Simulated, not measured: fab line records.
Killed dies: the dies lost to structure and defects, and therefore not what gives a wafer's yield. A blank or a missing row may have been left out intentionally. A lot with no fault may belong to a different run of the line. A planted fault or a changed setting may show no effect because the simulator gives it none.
fab line records	flow n5-finfet
[record] lots = 5	wafers = 14	last-day = 15
route steps=1938 shown BEOL_M4@1080 BEOL_M5@1112 PASSIVATION@1936
lots with no fault: from the same line, run without faults
start-h: hours from the record's first day to the start of the lot's first wafer shown	wait-h: hours since the lot's step before	" repeats the value in the row above	L1.1+2: a single row standing in for several wafers	- no value, or no start given	* or withheld: withheld	< > ~ a bound
route shown NAME@n: NAME is a module with steps in the file, n the number in the route of the first one	usual: the fault-free wafers' mean and standard deviation	same: alike in all rows	chamber/n: place in a boat	sites: per-site readings	_std_site: how widely they spread, as a standard deviation	_edge_site: the outer-site mean with the inner-site mean subtracted	radius-mm: how far each site lies from the wafer's centre	mask NAME#n: copy n	behind: the last tool/chamber to shape the wafer	hold: what put the lot on hold/how long, in hours/how the hold closed	device: whichever transistor did not switch (one of n, p or np)	end of line: the same wafers' tests at the end of the route	a step with no rows: only its recipe	killed: not the wafer's yield, but the dies lost to structure and defects at the first sort	map: a wafer's dies, marking killed ones x, the rest . and places with no die _
set.NAME: the run value of the setting; set.NAME@STEP: its run value at that earlier step	model.NAME: the simulator's own value behind a step, which no gauge read
lots at selected steps of the route; one table per step, one row per wafer
services: when a tool's chamber went out of use (start-h, in hours from the record's first day, below 0 if earlier), for how many hours, and the reason
[[steps]]
[step N5_BEOL_M4_PRE_CLEAN_45]
[recipe] gas = H2/He	time-s = 30	temp-c = 250
[step N5_BEOL_M4_ALD_84]
[recipe] material = TaN	target-thk-a = *	temp-c = 275	ald-precursor-family = PDMAT	ald-co-reactant = NH3	pressure-torr = 3	carrier-flow-sccm = 1500	pulse-time-s = 2	purge-time-s = 3	co-reactant-purge-time-s = 2	co-reactant-pulse-time-s = 3	ald-cycles = 30	precursor-vessel-temp-c = 75	precursor-vessel-pressure-torr = 26.25	precursor-vessel-carrier-sccm = 1000
[step N5_BEOL_M4_SURFACE_TREAT_85]
[recipe] gas = Ar	time-s = *	ion-energy-ev = *	ion-current-ma-cm2 = 0.5	pressure-mtorr = *	ar-flow-sccm = 30
[step N5_BEOL_M4_CVD_47]
[recipe] material = Co	target-thk-a = 30	temp-c = withheld	precursor = CCTBA/H2	pressure-torr = 30	time-s = 223.8
[step N5_BEOL_M4_SPUTTER_48]
[recipe] material = Cu	target-thk-a = 45	temp-c = -20	chamber-pressure-pa = 0.07	power-w = withheld	time-s = 8.29
[step N5_BEOL_M4_ANNEAL_49]
[recipe] temp-c = 400	time-s = 240	ambient = vacuum
[usual] heater-power-w = 835/73
lot.wafer	tool	chamber	start-h	wait-h	heater-power-w
L151.2	pvd-sputter-03	-	159.56	0.0	913
L151.5	"	-	"	"	774
L154.3	pvd-sputter-01	-	174.18	0.0	820
L154.4	"	-	"	"	800
L154.6	"	-	"	"	786
L155.2	pvd-sputter-02	-	189.09	0.0	762
L155.4	"	-	"	"	777
L155.5	"	-	"	"	777
L161.1	pvd-sputter-01	-	218.99	0.0	788
L161.2	"	-	"	"	836
L161.3	"	-	"	"	797
L165.2	pvd-sputter-03	-	263.12	0.0	797
L165.4	"	-	"	"	1008
L165.6	"	-	"	"	956
[step N5_BEOL_M4_SPUTTER_79]
[recipe] material = Cu	target-thk-a = 45	temp-c = -20	chamber-pressure-pa = 0.07	power-w = withheld	time-s = 8.29
[step N5_BEOL_M4_ANNEAL_80]
[recipe] temp-c = 400	time-s = 240	ambient = vacuum
[step N5_BEOL_M4_SPUTTER_81]
[recipe] material = Cu	target-thk-a = 45	temp-c = -20	chamber-pressure-pa = 0.07	power-w = withheld	time-s = 8.29
[step N5_BEOL_M4_ANNEAL_82]
[recipe] temp-c = 400	time-s = 240	ambient = vacuum
[step N5_BEOL_M4_SPUTTER_86]
[recipe] material = Cu	target-thk-a = 45	temp-c = -20	chamber-pressure-pa = 0.07	power-w = withheld	time-s = 8.29
[usual] throttle-valve-pct = 30.4/1.4
lot.wafer	tool	chamber	start-h	wait-h	throttle-valve-pct
L151.2	pvd-sputter-03	-	160.14	0.1	29.1
L151.5	"	-	"	"	28.9
L154.3	pvd-sputter-01	-	174.76	0.1	31.3
L154.4	"	-	"	"	32.4
L154.6	"	-	"	"	32.5
L155.2	pvd-sputter-02	-	189.67	0.1	30.1
L155.4	"	-	"	"	31.8
L155.5	"	-	"	"	31.9
L161.1	pvd-sputter-01	-	219.57	0.1	31.0
L161.2	"	-	"	"	31.4
L161.3	"	-	"	"	31.3
L165.2	pvd-sputter-03	-	263.70	0.1	28.8
L165.4	"	-	"	"	27.2
L165.6	"	-	"	"	29.5
[step N5_BEOL_M4_ANNEAL_87]
[recipe] temp-c = 400	time-s = 240	ambient = vacuum
[step N5_BEOL_M4_SPUTTER_88]
[recipe] material = Cu	target-thk-a = 45	temp-c = -20	chamber-pressure-pa = 0.07	power-w = withheld	time-s = 8.29
[usual] throttle-valve-pct = 30.4/1.4
lot.wafer	tool	chamber	start-h	wait-h	throttle-valve-pct
L151.2	pvd-sputter-03	-	160.36	0.1	29.4
L151.5	"	-	"	"	29.0
L154.3	pvd-sputter-01	-	174.98	0.1	31.4
L154.4	"	-	"	"	32.5
L154.6	"	-	"	"	32.6
L155.2	pvd-sputter-02	-	189.89	0.1	30.1
L155.4	"	-	"	"	31.7
L155.5	"	-	"	"	31.9
L161.1	pvd-sputter-01	-	219.79	0.1	31.2
L161.2	"	-	"	"	31.0
L161.3	"	-	"	"	31.0
L165.2	pvd-sputter-03	-	263.92	0.1	28.8
L165.4	"	-	"	"	27.3
L165.6	"	-	"	"	29.3
[step N5_BEOL_M4_ANNEAL_89]
[recipe] temp-c = 400	time-s = 240	ambient = vacuum
[step N5_BEOL_M4_SPUTTER_90]
[recipe] material = Cu	target-thk-a = 45	temp-c = -20	chamber-pressure-pa = 0.07	power-w = withheld	time-s = 8.29
[step N5_BEOL_M4_ANNEAL_91]
[recipe] temp-c = 400	time-s = 240	ambient = vacuum
[step N5_BEOL_M4_SPUTTER_92]
[recipe] material = Cu	target-thk-a = 45	temp-c = -20	chamber-pressure-pa = 0.07	power-w = withheld	time-s = 8.29
[step N5_BEOL_M4_ANNEAL_93]
[recipe] temp-c = 400	time-s = 240	ambient = vacuum
[step N5_BEOL_M4_SPUTTER_94]
[recipe] material = Cu	target-thk-a = 45	temp-c = -20	chamber-pressure-pa = 0.07	power-w = withheld	time-s = 8.29
[step N5_BEOL_M4_ANNEAL_95]
[recipe] temp-c = 400	time-s = 240	ambient = vacuum
[usual] heater-power-w = 835/72
lot.wafer	tool	chamber	start-h	wait-h	heater-power-w
L151.2	pvd-sputter-03	-	161.10	0.0	951
L151.5	"	-	"	"	756
L154.3	pvd-sputter-01	-	175.72	0.0	830
L154.4	"	-	"	"	784
L154.6	"	-	"	"	792
L155.2	pvd-sputter-02	-	190.63	0.0	770
L155.4	"	-	"	"	796
L155.5	"	-	"	"	799
L161.1	pvd-sputter-01	-	220.53	0.0	762
L161.2	"	-	"	"	815
L161.3	"	-	"	"	796
L165.2	pvd-sputter-03	-	264.66	0.0	770
L165.4	"	-	"	"	991
L165.6	"	-	"	"	944
[step N5_BEOL_M4_SPUTTER_96]
[recipe] material = Cu	target-thk-a = 45	temp-c = -20	chamber-pressure-pa = 0.07	power-w = withheld	time-s = 8.29
[usual] throttle-valve-pct = 30.4/1.4
lot.wafer	tool	chamber	start-h	wait-h	throttle-valve-pct
L151.2	pvd-sputter-03	-	161.24	0.1	29.2
L151.5	"	-	"	"	28.9
L154.3	pvd-sputter-01	-	175.86	0.1	31.1
L154.4	"	-	"	"	32.4
L154.6	"	-	"	"	32.6
L155.2	pvd-sputter-02	-	190.77	0.1	30.0
L155.4	"	-	"	"	31.8
L155.5	"	-	"	"	31.9
L161.1	pvd-sputter-01	-	220.67	0.1	31.0
L161.2	"	-	"	"	31.1
L161.3	"	-	"	"	31.2
L165.2	pvd-sputter-03	-	264.80	0.1	29.0
L165.4	"	-	"	"	27.6
L165.6	"	-	"	"	29.3
[step N5_BEOL_M4_ECD_50]
[recipe] material = Cu	target-thk-a = 3000
[step N5_BEOL_M4_ANNEAL_51]
[recipe] temp-c = 225	time-s = 90	ambient = N2
[step N5_BEOL_M4_CMP_52]
[recipe] stop-on = SiOC	t-overpolish-s = 6.8	down-force-psi = 1	platen-rpm = 50	clearing-platen-down-force-psi = 1.5	clearing-platen-rpm = 50	post-cmp-clean = cu-alkaline	target-thk-nm = 40	clearing-platen-pad-velocity-m-s = 0.99484	pad-velocity-m-s = 0.99484
[step N5_BEOL_M4_PRE_CLEAN_60]
[recipe] gas = NH3/H2	time-s = 15	temp-c = *	rf-power-w = 300
[usual] heater-power-w = 81/4.4
lot.wafer	tool	chamber	start-h	wait-h	heater-power-w
L151.2	cvd-co-02	0	167.11	0.0	83
L151.5	"	1	"	"	80
L154.3	cvd-co-02	0	180.22	0.0	83
L154.4	"	1	"	"	80
L154.6	"	2	"	"	77
L155.2	cvd-co-01	0	191.69	0.1	89
L155.4	"	0	"	"	88
L155.5	"	2	"	"	78
L161.1	cvd-co-01	0	221.51	0.0	88
L161.2	"	2	"	"	76
L161.3	"	1	"	"	79
L165.2	cvd-co-01	2	265.64	0.0	78
L165.4	"	2	"	"	78
L165.6	"	0	"	"	89
[step N5_BEOL_M4_CO_CAP_55]
[recipe] material = Co	target-thk-a = 20	temp-c = 200	precursor = CCTBA/H2	pressure-torr = 30	time-s = 102.1
[step N5_BEOL_M4_PRE_CLEAN_56]
[recipe] gas = NH3	time-s = 15	temp-c = withheld	rf-power-w = 300
[step N5_BEOL_M4_DEP_57]
[recipe] material = SiCN	target-thk-a = 80	temp-c = withheld	precursor = 3MS/NH3	pressure-torr = 3	rf-w = 202	time-s = 14
[step N5_BEOL_M4_RS_MEAS_58]
[recipe] thk-meas-gauge = four-point-probe	reads = Co_of_BEOL_M4_CO_CAP_55+Cu_of_BEOL_M4_ECD_50+Co_of_BEOL_M4_CVD_47+TaN_of_BEOL_M4_ALD_84
[usual] M4_RS = 0.67/0.031
lot.wafer	tool	chamber	start-h	wait-h	M4_RS[ohm/sq]
L151.2	film-metro-01	-	167.33	0.1	0.63
L151.5	"	-	"	"	0.67
L154.3	film-metro-01	-	180.45	0.1	0.65
L154.4	"	-	"	"	0.62
L154.6	"	-	"	"	0.67
L155.2	film-metro-01	-	191.92	0.1	0.67
L155.4	"	-	"	"	0.72
L155.5	"	-	"	"	0.67
L161.1	film-metro-02	-	221.76	0.1	0.75
L161.2	"	-	"	"	0.67
L161.3	"	-	"	"	0.67
L165.2	film-metro-01	-	265.86	0.1	0.68
L165.4	"	-	"	"	0.64
L165.6	"	-	"	"	0.65
[step N5_BEOL_M4_RC_MEAS_101]
[usual] DIBL_N = 36.3/2.2	DIBL_P = 36.0/2.4	IOFF_N = 0.16/0.042	IOFF_P = 0.22/0.041	ION_N = 672/14	ION_P = 462/7.9	SS_N = 71.7/0.76	SS_P = 73.3/0.72	VT_N = 250/3.6	VT_P = -249/3
lot.wafer	tool	chamber	start-h	wait-h	DIBL_N[mV/V]	DIBL_P[mV/V]	IOFF_N[nA/um]	IOFF_P[nA/um]	ION_N[uA/um]	ION_P[uA/um]	SS_N[mV/dec]	SS_P[mV/dec]	VT_N[mV]	VT_P[mV]
L151.2	prober-02	0	167.54	0.2	33.5	32.9	0.13	0.16	664	457	71.2	72.7	251	-252
L151.5	"	0	"	"	33.1	32.7	0.11	0.16	658	458	71.1	72.8	254	-255
L154.3	prober-01	0	180.81	0.3	35.3	35.1	0.15	0.23	657	461	72.3	73.7	248	-248
L154.4	"	0	"	"	37.7	38.0	0.20	0.25	682	467	71.8	74.6	248	-244
L154.6	"	0	"	"	34.8	34.8	0.15	0.22	660	458	72.1	73.6	251	-245
L155.2	prober-02	0	192.12	0.2	36.5	37.3	0.15	0.23	654	455	72.0	73.1	253	-251
L155.4	"	0	"	"	33.4	33.7	0.13	0.18	669	462	70.8	72.4	252	-253
L155.5	"	0	"	"	36.3	37.2	0.16	0.24	667	464	71.6	73.4	248	-249
L161.1	prober-02	0	221.99	0.2	37.3	35.8	0.16	0.21	671	451	72.1	72.9	252	-252
L161.2	"	0	"	"	36.7	34.7	0.14	0.20	650	451	71.9	72.8	252	-250
L161.3	"	0	"	"	42.4	44.1	0.31	0.40	709	477	72.8	75.9	240	-242
L165.2	prober-02	0	266.07	0.2	33.7	35.6	0.13	0.21	661	466	70.9	72.8	253	-248
L165.4	"	0	"	"	32.2	33.7	0.11	0.18	659	461	70.5	73.8	255	-250
L165.6	"	0	"	"	36.8	39.1	0.18	0.25	672	465	72.0	74.0	248	-251
[step N5_BEOL_M5_ILD_DEP_00]
[recipe] material = SiCOH_lowk	target-thk-a = 1406.4	temp-c = 300	precursor = DEMS/porogen	pressure-torr = 5	rf-w = 500	time-s = 25.9
[step N5_BEOL_M5_CURE_79]
[recipe] temp-c = 385	time-s = 240	ambient = He/Ar	material = SiCOH_lowk
[step N5_BEOL_M5_THK_MEAS_01]
[recipe] reads = SiCOH_lowk_of_BEOL_M5_ILD_DEP_00
[usual] M5_ILD_THK = 120.5/1.4
lot.wafer	tool	chamber	start-h	wait-h	M5_ILD_THK[nm]
L151.2	film-metro-01	-	168.92	0.4	118.0
L151.5	"	-	"	"	121.6
L154.3	film-metro-02	-	182.03	0.3	120.8
L154.4	"	-	"	"	123.1
L154.6	"	-	"	"	120.7
L155.2	film-metro-02	-	193.66	0.4	121.0
L155.4	"	-	"	"	120.2
L155.5	"	-	"	"	121.7
L161.1	film-metro-02	-	223.54	0.4	119.1
L161.2	"	-	"	"	118.5
L161.3	"	-	"	"	122.1
L165.2	film-metro-01	-	267.45	0.4	120.4
L165.4	"	-	"	"	120.6
L165.6	"	-	"	"	120.7
[step N5_BEOL_M5_PECVD_70]
[recipe] material = SiO2	target-thk-a = 160	temp-c = 400	precursor = TEOS/O2	pressure-torr = 5.5	rf-w = 450	teos-flow-sccm = 53.8	gas = O2	flow-sccm = 3000	time-s = 18
[step N5_BEOL_M5_HM_DEP_02]
[recipe] material = TiN	target-thk-a = 200	temp-c = 25	chamber-pressure-pa = 0.49996
[step N5_BEOL_M5_COAT_59]
[recipe] resist = SOC	temp-c = 250	time-s = 60	spin-rpm = 1500	resist-thk-nm = 60
[step N5_BEOL_M5_COAT_60]
[recipe] resist = SiARC	temp-c = 220	time-s = 60	spin-rpm = 1500	resist-thk-nm = 12
[step N5_BEOL_M5_COAT_71]
[recipe] resist = underlayer	temp-c = 205	time-s = 60	spin-rpm = 1500	resist-thk-nm = 5
[step N5_BEOL_M5_COAT_05]
[recipe] resist = CAR-EUV	spin-rpm = 1500	resist-thk-nm = 30
[step N5_BEOL_M5_EBR_07]
[recipe] solvent = PGMEA	ebr-width-mm = 1.5
[step N5_PASSIVATION_PROBE_49]
[usual] defect-limited-yield = 91.3/1.7	killed_at_M0_to_M3 = 33/9.9	killed_at_M4_up = 14/6.4	killed-at-contacts = 12/7	killed-at-front-end = 41/13	killed-at-other = 3.1/2.9	killed-dies = 103/20	killed-open = 67/14	killed-short = 34/9.4	sort_bin_4_leakage = 0.03/0.24	sort_bin_5_function = 5.1/1.1	sort_bin_6_memory = 3.2/0.79	sort_bin_8_speed = 0.02/0.15	sort-n-pass = 1077/21	sort-yield-pct = 91.2/1.7
[same] gross-dies = 1180	killed-at-back-side = 0
lot.wafer	tool	chamber	start-h	wait-h	defect-limited-yield[%]	killed_at_M0_to_M3	killed_at_M4_up	killed-at-contacts	killed-at-front-end	killed-at-other	killed-dies	killed-open	killed-short	sort_bin_4_leakage[%]	sort_bin_5_function[%]	sort_bin_6_memory[%]	sort_bin_8_speed[%]	sort-n-pass	sort-yield-pct[%]
L165.4	prober-01	-	363.03	0.2	79.9	41	145	13	35	3	237	59	38	0	11.4	5.6	0	943	79.9
// killed by level:class
L165.4 BEOL_M4:unspecified=139 BEOL_M2:geometric-particle:open=13 GATE_CUT:geometric-particle:short=11 MOL_CONTACT_COAG:geometric-particle:open=10 BEOL_M3:geometric-particle:open=6 BEOL_M0_SAQP:geometric-particle:short=5 BEOL_M1:geometric-particle:open=5 FIN_SAQP:geometric-particle:short=4
// map L165.4 (x killed, . not)
_________________............________________
______________.....x.........x.x_____________
___________.....x...x..x.........x.__________
__________...............x....x....._________
________........x...........x........._______
_______.....x.........x.....x.....x....______
______.................................._____
_____...x........................x.......____
____..........xx..x........x......x......x___
___x........x.........x...........x........__
___.x...................x...x.......x......__
__...x.................x.........x........x._
__.............x.......................x...._
_..........x............................x....
_.x........x.x........xx.x...x.....x.........
_....................xxxx..x.........x.....x.
_x.................xxxxxx.x..........xx....x.
_...x....xx.......xxxxxxxxx........xxx.......
_.....x.........xxxxxxxxxxxxxx...............
_.......x......x..xxxxxxxxxxx...........x..x.
_...........x.xx.xxxxxxxxxxxxxxxx......x..x..
__.............xx.xxxxxxxxxxx.x.......x....._
__......x.......xxxxxxxxxxxxx.....x.......x._
___...x......x.x.xxxxxxxxxxxxx.......x.....__
___.....x.........xxxxxxxxxxx..x...........__
____.........x....xxxxxxxxxx.x............___
_____..............xx.xx.xx.xx...........____
______..........x...x..x.xxx.....x......_____
_______.x.......x.....xx..........x....______
________x........xx.........x........._______
__________......................x..._________
___________.....x....x....x......x.__________
______________...........x...x.x_____________
_________________.........x..________________
// map L151.2 (x killed, . not)
_________________............________________
______________x..........x.x...._____________
___________...x........x...........__________
__________.....x...................._________
________...........x.......x.........x_______
_______.......x............x.......x...______
______........................x....x...._____
_____....x...........x.x....x............____
____x.................x...........x.......___
___.....x............xx........x...........__
___...x..............x...........x......x..__
__...x.........x..x....x....x............x.._
__.x..........x........x...............x...._
_...x.............xxx................x.......
_x..x...............x........x..x......x.....
_...x....x..x...x.......xx...................
_.......xx..........x.........x.x.....x......
_.....x................x.....x......xx.......
_..x.xx......................................
_x...........x.....x...x...x..........xx.....
_......x..........................x..........
__....................xx.x...xx..x.x........_
__..x.x....xx.............x.....x..........._
___...........x................x..........x__
___..x...x..x..........x..x................__
____..................x...............x.xx___
_____..xx................................____
______.................xxx......x......._____
_______.........x...x..................______
________...........................x.._______
__________.........................._________
___________........................__________
______________x................x_____________
_________________.......x....________________
[[services]]
tool	chamber	start-h	hours	kind
cvd-co-02	2	157.27	6.8	repair
cvd-co-01	-	165.04	0.5	repair
[[key]]
[first-sign] step = N5_PASSIVATION_PROBE_49	reading = killed_at_M4_up	direction = up	sigmas = 21	usual = 14	struck = 145
[effect] step = N5_PASSIVATION_PROBE_49	reading = defect-limited-yield	direction = down	sigmas = 6.6	usual = 91.3	struck = 79.9
[more-kills-born-at] N5_BEOL_M4_SPUTTER_88@pvd-sputter-03 = 139
met-at N5_BEOL_M4_SPUTTER_88
struck-wafers L165.4
[fault] kind = chamber-particle-source	tool = pvd-sputter-03	chamber = -	onset-h = 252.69	steps = N5_BEOL_M4_SPUTTER_88	rate-per-visit-cm2 = 1.271	end-h = 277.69	scope = struck-wafers-only
